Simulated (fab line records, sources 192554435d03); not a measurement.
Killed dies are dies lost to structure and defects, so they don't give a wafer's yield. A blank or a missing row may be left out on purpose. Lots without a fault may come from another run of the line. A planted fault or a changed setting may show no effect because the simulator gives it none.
fab line records | flow n5_finfet
record lots=10 wafers=28 last_day=17
route steps=1938 shown HKMG_FIN@388 BEOL_M4@1079 BEOL_M5@1114 PASSIVATION@1936
lots that met no fault: from a run of the same line without faults
start_h: hours from the record's first day to the start of the lot's first wafer shown | wait_h: hours since the lot's step before | " the same as in the row above | L1.1+2: a row that stands for several wafers | - no value, or no start given | * or withheld: withheld | < > ~ a bound
route shown NAME@n: a module of which the file shows steps, and the number in the route of the first | usual: mean/standard deviation of fault-free wafers | same: alike in all rows | chamber/n: place in a boat | sites: the reading at each site | _std_site: their standard deviation | _edge_site: outer sites' mean less inner sites' | radius_mm: how far each site lies from the wafer's centre | mask NAME#n: copy n | behind: the tool/chamber that last shaped the wafer | hold: why the lot was held/for how many hours/how that ended | device: the transistor (n, p or np) that didn't switch | end of line: the same wafers' tests at the end of the route | a step without rows: its recipe alone | killed: dies lost to structure and defects at the first sort, not the wafer's yield | map: a wafer's dies, x killed, . not, _ none there
set.NAME: the setting as run; set.NAME@STEP: as run at that earlier step | model.NAME: the simulator's own value behind a step, which no gauge read
steps of the route over a sample of lots; a table a step, a row a wafer
services: from which hour (start_h, from the record's first day; less than 0 if before it) a tool's chamber was out of use, for how many hours, and why
## steps
# step N5_HKMG_FIN_ALD_74
# recipe material=La2O3 target_thk_a=5 temp_c=250 ald_precursor_family=La-Cp ald_co_reactant=O3 pulse_time_s=6 co_reactant_pulse_time_s=1 purge_time_s=3 co_reactant_purge_time_s=3
# usual heater_power_w=359/25 precursor_pulse_height_rel=1.002/0.019 susceptor_temp_C=249.99/0.17
# columns lot.wafer tool chamber start_h wait_h heater_power_w precursor_pulse_height_rel susceptor_temp_C
L223.1 ald_hk-03 3 70.72 0.2 329 0.986 249.88
L223.6 " 1 " " 364 0.977 250.02
L224.1 ald_hk-03 1 79.97 0.2 365 1.001 250.02
L224.4 " 0 " " 319 1.022 250.12
L224.6 " 3 " " 320 1.016 249.72
L225.2 ald_hk-01 3 83.10 0.2 383 0.969 250.14
L225.3 " 1 " " 371 1.002 250.30
L225.4 " 2 " " 381 0.992 249.89
L227.1 ald_hk-01 3 94.52 0.2 370 1.030 249.96
L227.2 " 0 " " 363 1.008 249.59
L227.3 " 2 " " 378 1.016 249.93
L228.3 ald_hk-01 1 100.68 0.1 351 1.039 249.79
L228.4 " 0 " " 360 1.029 249.86
L228.5 " 2 " " 376 1.019 249.62
L232.5 ald_hk-01 3 125.83 0.1 378 1.002 250.11
L232.6 " 0 " " 350 0.978 250.12
L236.2 ald_hk-02 2 155.65 0.2 350 0.986 250.00
L236.4 " 0 " " 369 0.970 249.86
L236.5 " 2 " " 349 0.982 250.11
L239.1 ald_hk-03 0 170.46 0.2 319 0.990 250.15
L239.4 " 3 " " 328 0.992 249.94
L239.5 " 1 " " 360 1.044 249.87
L242.3 ald_hk-03 3 192.98 0.1 323 0.995 250.00
L242.4 " 2 " " 362 0.989 249.53
L242.6 " 0 " " 315 1.016 250.11
L245.3 ald_hk-01 1 207.47 0.1 366 0.984 249.78
L245.5 " 3 " " 380 0.978 249.84
L245.6 " 2 " " 376 1.031 249.98
# step N5_BEOL_M4_DEGAS_44
# recipe ambient=vacuum temp_c=250 time_s=60
# usual heater_power_w=327/25 susceptor_temp_C=250.00/0.15
# same time_s=60
# columns lot.wafer tool chamber start_h wait_h heater_power_w susceptor_temp_C
L223.1 pvd_sputter-03 - 162.93 0.1 318 249.99
L223.6 " - " " 323 250.20
L224.1 pvd_sputter-02 - 165.70 1.8 361 249.96
L224.4 " - " " 354 250.07
L224.6 " - " " 322 250.00
L225.2 pvd_sputter-01 - 174.63 0.5 339 250.29
L225.3 " - " " 319 249.78
L225.4 " - " " 352 249.87
L227.1 pvd_sputter-01 - 189.20 0.0 361 250.02
L227.2 " - " " 342 249.92
L227.3 " - " " 307 250.15
L228.3 pvd_sputter-03 - 189.33 0.1 291 250.11
L228.4 " - " " 314 249.96
L228.5 " - " " 296 249.88
L232.5 pvd_sputter-03 - 204.55 0.2 329 249.96
L232.6 " - " " 283 250.06
L236.2 pvd_sputter-02 - 241.34 0.0 353 249.86
L236.4 " - " " 350 250.15
L236.5 " - " " 358 250.21
L239.1 pvd_sputter-01 - 260.57 0.3 330 250.17
L239.4 " - " " 358 250.19
L239.5 " - " " 302 249.97
L242.3 pvd_sputter-02 - 278.23 0.2 322 249.81
L242.4 " - " " 364 250.17
L242.6 " - " " 374 249.75
L245.3 pvd_sputter-01 - 291.77 0.2 315 250.06
L245.5 " - " " 363 249.88
L245.6 " - " " 346 250.18
# step N5_BEOL_M4_ALD_84
# recipe material=TaN target_thk_a=* temp_c=275 ald_precursor_family=PDMAT ald_co_reactant=NH3 pressure_torr=3 carrier_flow_sccm=1500 pulse_time_s=2 purge_time_s=3 co_reactant_purge_time_s=2 co_reactant_pulse_time_s=3 ald_cycles=30 precursor_vessel_temp_c=75 precursor_vessel_pressure_torr=26.25 precursor_vessel_carrier_sccm=1000
# usual heater_power_w=422/35 precursor_vessel_carrier_sccm=1000/3.2 susceptor_temp_C=274.99/0.18
# columns lot.wafer tool chamber start_h wait_h heater_power_w precursor_vessel_carrier_sccm susceptor_temp_C
L223.1 ald_metal-03 3 163.03 0.0 416 999 274.86
L223.6 " 2 " " 422 1000 274.93
L224.1 ald_metal-02 0 165.89 0.1 457 996 275.03
L224.4 " 3 " " 430 1001 274.92
L224.6 " 3 " " 441 1007 275.09
L225.2 ald_metal-02 0 174.75 0.1 445 1006 274.99
L225.3 " 3 " " 425 999 275.15
L225.4 " 2 " " 441 1000 274.89
L227.1 ald_metal-01 3 189.32 0.1 476 1005 274.87
L227.2 " 2 " " 373 999 275.11
L227.3 " 0 " " 418 1000 274.75
L228.3 ald_metal-02 2 189.43 0.0 431 1004 275.19
L228.4 " 1 " " 377 999 274.89
L228.5 " 3 " " 424 996 274.84
L232.5 ald_metal-01 2 204.74 0.1 384 998 275.06
L232.6 " 3 " " 479 996 274.83
L236.2 ald_metal-02 2 241.44 0.0 441 1006 274.65
L236.4 " 0 " " 443 1000 274.91
L236.5 " 1 " " 377 1002 274.91
L239.1 ald_metal-03 1 260.67 0.0 405 1001 275.04
L239.4 " 0 " " 338 996 275.01
L239.5 " 3 " " 407 995 274.89
L242.3 ald_metal-01 1 278.34 0.1 456 998 275.04
L242.4 " 3 " " 469 997 274.78
L242.6 " 0 " " 428 1003 274.70
L245.3 ald_metal-02 3 291.87 0.0 436 1001 275.13
L245.5 " 1 " " 382 1001 275.14
L245.6 " 2 " " 452 999 274.92
# step N5_BEOL_M4_RC_MEAS_101
# usual DIBL_N=36.2/1.7 DIBL_P=36.6/1.9 IOFF_N=0.16/0.032 IOFF_P=0.21/0.037 IOFF_P_LIN=0.097/0.013 IOFF_P_LONG=0.000101/7.2e-06 ION_N=675/12 ION_P=460/8.1 SS_N=71.4/0.58 SS_P=73.4/0.64 VT_N=249/3.2 VT_N_LVT=96/3.6 VT_P=-252/3.4 VT_P_LONG=-277.0/2.8
# columns lot.wafer tool chamber start_h wait_h DIBL_N[mV/V] DIBL_P[mV/V] IOFF_N[nA/um] IOFF_P[nA/um] IOFF_P_LIN[nA/um] IOFF_P_LONG[nA/um] ION_N[uA/um] ION_P[uA/um] SS_N[mV/dec] SS_P[mV/dec] VT_N[mV] VT_N_LVT[mV] VT_P[mV] VT_P_LONG[mV]
L223.1 prober-02 0 166.74 0.0 39.2 38.4 0.20 0.22 0.097 9.7e-05 673 452 72.1 73.8 246 88 -252 -279.4
L223.6 " 0 " " 36.3 35.2 0.15 0.18 0.086 9.8e-05 674 459 70.1 73.3 248 91 -252 -278.3
L224.1 prober-02 0 169.36 0.0 36.7 37.2 0.17 0.23 0.107 0.000108 665 465 71.8 73.2 250 96 -248 -275.9
L224.4 " 0 " " 36.4 37.7 0.16 0.23 0.108 0.000113 687 468 72.2 73.8 250 97 -247 -273.1
L224.6 " 0 " " 33.9 34.4 0.13 0.18 0.091 0.000112 668 465 71.1 72.9 252 99 -250 -273.5
L225.2 prober-01 0 178.44 0.2 38.3 38.3 0.19 0.26 0.115 0.000109 684 460 71.3 74.0 246 92 -247 -274.1
L225.3 " 0 " " 40.0 40.5 0.24 0.31 0.131 0.000111 685 469 72.7 74.1 244 90 -242 -272.7
L225.4 " 0 " " 36.8 37.0 0.18 0.24 0.110 0.00012 685 466 71.6 73.1 247 92 -246 -270.6
L227.1 prober-02 0 192.76 0.0 37.4 37.4 0.19 0.21 0.099 9.2e-05 688 468 71.5 73.3 247 93 -251 -277.9
L227.2 " 0 " " 35.3 34.8 0.14 0.17 0.084 9.2e-05 669 454 71.3 73.3 253 100 -255 -279.8
L227.3 " 0 " " 36.7 36.8 0.18 0.20 0.094 9.8e-05 664 457 72.4 73.7 249 96 -252 -280.6
L228.3 prober-02 0 194.52 0.3 37.4 38.4 0.18 0.23 0.106 9.9e-05 679 467 71.6 74.6 249 91 -246 -277.1
L228.4 " 0 " " 34.8 34.5 0.13 0.16 0.086 0.000106 674 461 70.8 73.0 251 95 -251 -277.4
L228.5 " 0 " " 35.5 35.5 0.15 0.18 0.092 0.000107 671 458 70.8 73.6 251 94 -253 -274.7
L232.5 prober-02 0 208.80 0.6 33.9 33.8 0.12 0.09 0.046 7.8e-05 671 433 71.2 73.2 253 85 -268 -288.2
L232.6 " 0 " " 34.7 35.1 0.14 0.17 0.082 0.000105 676 463 71.1 73.2 249 97 -253 -274.9
L236.2 prober-02 0 245.13 0.2 36.2 37.0 0.16 0.20 0.092 9.7e-05 672 453 71.1 73.1 247 95 -253 -281.6
L236.4 " 0 " " 33.7 33.3 0.12 0.15 0.075 9.7e-05 665 450 71.1 72.2 252 99 -254 -282.9
L236.5 " 0 " " 36.9 37.8 0.18 0.22 0.098 9.5e-05 673 460 71.8 73.6 248 96 -251 -280.0
L239.1 prober-01 0 265.51 0.0 35.6 36.4 0.15 0.20 0.096 9.8e-05 665 455 71.0 73.4 251 98 -249 -276.9
L239.4 " 0 " " 37.8 38.3 0.20 0.23 0.102 0.0001 670 455 72.0 73.8 246 94 -251 -276.8
L239.5 " 0 " " 35.9 36.5 0.15 0.21 0.096 9.8e-05 678 462 71.7 73.6 251 96 -252 -275.2
L242.3 prober-02 0 282.12 0.3 36.1 38.3 0.17 0.23 0.110 0.000102 681 468 71.4 73.1 244 96 -250 -275.8
L242.4 " 0 " " 34.3 35.7 0.14 0.19 0.095 0.000107 670 466 70.0 73.2 251 101 -252 -276.6
L242.6 " 0 " " 35.9 37.9 0.17 0.22 0.107 0.000105 683 465 70.7 73.0 248 95 -250 -274.5
L245.3 prober-01 0 295.63 0.3 38.3 39.7 0.20 0.26 0.115 0.0001 692 470 71.9 74.3 247 95 -247 -276.6
L245.5 " 0 " " 37.1 37.1 0.18 0.22 0.102 9.6e-05 682 466 71.8 74.0 248 97 -251 -276.3
L245.6 " 0 " " 36.5 36.0 0.17 0.21 0.099 0.000101 682 466 71.2 73.5 248 96 -250 -276.4
# step N5_BEOL_M5_THK_MEAS_01
# recipe reads=SiCOH_lowk_of_BEOL_M5_ILD_DEP_00
# usual M5_ILD_THK=121.0/1.8
# columns lot.wafer tool chamber start_h wait_h M5_ILD_THK[nm]
L223.1 film_metro-02 - 168.27 0.4 120.0
L223.6 " - " " 121.9
L224.1 film_metro-02 - 171.37 0.8 120.1
L224.4 " - " " 123.4
L224.6 " - " " 123.1
L225.2 film_metro-01 - 179.82 0.4 117.9
L225.3 " - " " 120.2
L225.4 " - " " 120.1
L227.1 film_metro-01 - 194.31 0.4 119.5
L227.2 " - " " 118.1
L227.3 " - " " 116.2
L228.3 film_metro-01 - 195.75 0.3 118.0
L228.4 " - " " 122.4
L228.5 " - " " 120.1
L232.5 film_metro-01 - 209.71 0.1 121.0
L232.6 " - " " 121.2
L236.2 film_metro-01 - 246.51 0.4 119.7
L236.4 " - " " 121.8
L236.5 " - " " 122.0
L239.1 film_metro-02 - 267.05 0.4 119.1
L239.4 " - " " 119.4
L239.5 " - " " 122.9
L242.3 film_metro-01 - 283.34 0.3 121.5
L242.4 " - " " 124.6
L242.6 " - " " 124.8
L245.3 film_metro-01 - 296.86 0.3 119.3
L245.5 " - " " 121.9
L245.6 " - " " 122.4
# step N5_PASSIVATION_PROBE_49
# usual defect_limited_yield=91.3/1.5 killed_at_M0_to_M3=35/10 killed_at_M4_up=12/4.6 killed_at_contacts=13/6.6 killed_at_front_end=39/11 killed_at_other=4/3.4 killed_dies=103/17 killed_on_rim=14/4.1 killed_open=67/13 killed_short=35/8.2 sort_bin_5_function=5.1/0.94 sort_bin_6_memory=3.2/0.7 sort_bin_8_speed=0.00/0.03 sort_n_pass=1077/17 sort_yield_pct=91.3/1.5
# same gross_dies=1180 killed_at_back_side=0 sort_bin_4_leakage[%]=0
# columns lot.wafer tool chamber start_h wait_h defect_limited_yield[%] killed_at_M0_to_M3 killed_at_M4_up killed_at_contacts killed_at_front_end killed_at_other killed_dies killed_on_rim killed_open killed_short sort_bin_5_function[%] sort_bin_6_memory[%] sort_bin_8_speed[%] sort_n_pass sort_yield_pct[%]
L227.1 prober-02 - 300.28 0.0 90.1 47 10 7 48 5 117 16 73 42 5.8 3.7 0 1063 90.1
L232.5 prober-02 - 307.02 0.2 90.9 27 30 19 27 4 107 12 70 37 5.3 3.4 15.42 891 75.5
L232.6 prober-02 - 307.07 0.3 89.2 33 23 26 45 0 127 17 92 34 6.1 4.3 0 1053 89.2
L239.1 prober-01 - 373.68 0.0 92.5 36 12 11 27 2 88 12 64 23 4.3 2.7 0 1092 92.5
L239.4 prober-01 - 373.83 0.2 92.7 29 11 6 37 3 86 12 56 30 4.6 2.5 0 1094 92.7
L239.5 prober-01 - 373.88 0.2 92.9 23 14 7 36 4 84 9 59 25 4.5 2.5 0 1096 92.9
# killed by level:class
L227.1 BEOL_M1:geometric_particle:open=11 BEOL_M2:geometric_particle:open=11 FIN_SAQP:geometric_particle:short=10 FIN_SAQP:geometric_particle:open=8 STI_FIN_REVEAL:geometric_particle:open=8 BEOL_M0_SAQP:geometric_particle:short=8 MOL_CONTACT_COAG:geometric_particle:open=7 GATE_CUT:geometric_particle:short=6
L232.5 BEOL_M4:geometric_particle:open=19 MOL_CONTACT_COAG:geometric_particle:open=14 BEOL_M0_SAQP:geometric_particle:short=8 BEOL_M3:geometric_particle:open=7 DUMMY_GATE:geometric_particle:open=6 STI_FIN_REVEAL:geometric_particle:open=5 DUMMY_GATE:geometric_particle:short=5 MOL_CONTACT_COAG:geometric_particle:short=5
L232.6 MOL_CONTACT_COAG:geometric_particle:open=21 FIN_SAQP:geometric_particle:open=13 BEOL_M0_SAQP:geometric_particle:open=10 BEOL_M3:geometric_particle:open=9 FIN_SAQP:geometric_particle:short=8 BEOL_M4:geometric_particle:open=8 BEOL_M1:geometric_particle:open=6 STI_FIN_REVEAL:geometric_particle:open=5
L239.1 MOL_CONTACT_COAG:geometric_particle:open=10 STI_FIN_REVEAL:geometric_particle:open=9 BEOL_M0_SAQP:geometric_particle:open=8 BEOL_M2:geometric_particle:open=8 BEOL_M0_SAQP:geometric_particle:short=7 BEOL_M1:geometric_particle:open=6 FIN_SAQP:geometric_particle:open=5 BEOL_M5:geometric_particle:open=5
L239.4 FIN_SAQP:geometric_particle:open=11 STI_FIN_REVEAL:geometric_particle:open=10 BEOL_M0_SAQP:geometric_particle:short=9 BEOL_M2:geometric_particle:open=6 MOL_CONTACT_COAG:geometric_particle:open=5 BEOL_M0_SAQP:geometric_particle:open=5 STI_FIN_REVEAL:geometric_particle:short=4 BEOL_M4:geometric_particle:open=4
L239.5 BEOL_M0_SAQP:geometric_particle:short=8 FIN_SAQP:geometric_particle:open=7 STI_FIN_REVEAL:geometric_particle:open=7 DUMMY_GATE:geometric_particle:open=7 MOL_CONTACT_COAG:geometric_particle:open=6 BEOL_M0_SAQP:geometric_particle:open=5 BEOL_M5:geometric_particle:open=5 STARTING-WAFER:geometric_particle:open=4
## services
# columns tool chamber start_h hours kind
ald_hk-01 - 65.59 2.3 repair
ald_metal-01 3 69.53 5.4 repair
ald_hk-02 - 79.07 0.5 repair
ald_hk-02 - 87.24 2.8 pm
pvd_sputter-03 - 101.84 8.9 repair
ald_hk-02 - 114.01 14.6 pm
pvd_sputter-01 - 157.09 9.9 repair
ald_hk-02 - 169.12 8.7 pm
ald_metal-02 - 169.20 0.7 repair
ald_hk-01 - 176.84 2.8 pm
ald_hk-01 - 188.01 8.7 pm
ald_hk-03 - 193.43 0.8 repair
ald_metal-01 1 202.78 8.2 repair
ald_hk-01 - 209.64 0.5 repair
ald_metal-02 - 274.06 0.6 repair
ald_metal-01 - 287.18 1.2 pm
## key
first_sign step=N5_BEOL_M4_RC_MEAS_101 reading=VT_P direction=down sigmas=4.9 usual=-252 struck=-268
effect step=N5_BEOL_M4_RC_MEAS_101 reading=VT_P_LONG direction=down sigmas=3.9 usual=-277.0 struck=-288.2
effect step=N5_BEOL_M4_RC_MEAS_101 reading=IOFF_P_LIN direction=down sigmas=3.8 usual=0.097 struck=0.046
effect step=N5_BEOL_M4_RC_MEAS_101 reading=ION_P direction=down sigmas=3.4 usual=460 struck=433
effect step=N5_BEOL_M4_RC_MEAS_101 reading=IOFF_P_LONG direction=down sigmas=3.2 usual=0.000101 struck=7.8e-05
effect step=N5_BEOL_M4_RC_MEAS_101 reading=VT_N_LVT direction=down sigmas=3 usual=96 struck=85
effect step=N5_PASSIVATION_PROBE_49 reading=sort_bin_8_speed direction=up sigmas=99+ usual=0.00 struck=15.42
met_at N5_HKMG_FIN_ALD_74
struck_lots L232
struck_wafers L232.5
not_acting_at N5_BEOL_M4_DEGAS_44,N5_BEOL_M4_ALD_84,N5_BEOL_M5_THK_MEAS_01
onset_between 94.52 125.83
fault kind=process_parameter_drift tool=ald_hk-01 chamber=3 onset_h=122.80 steps=N5_HKMG_FIN_ALD_74 channel=target_thk_a offset=* shape=step end_h=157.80 acts_in=* stated=*
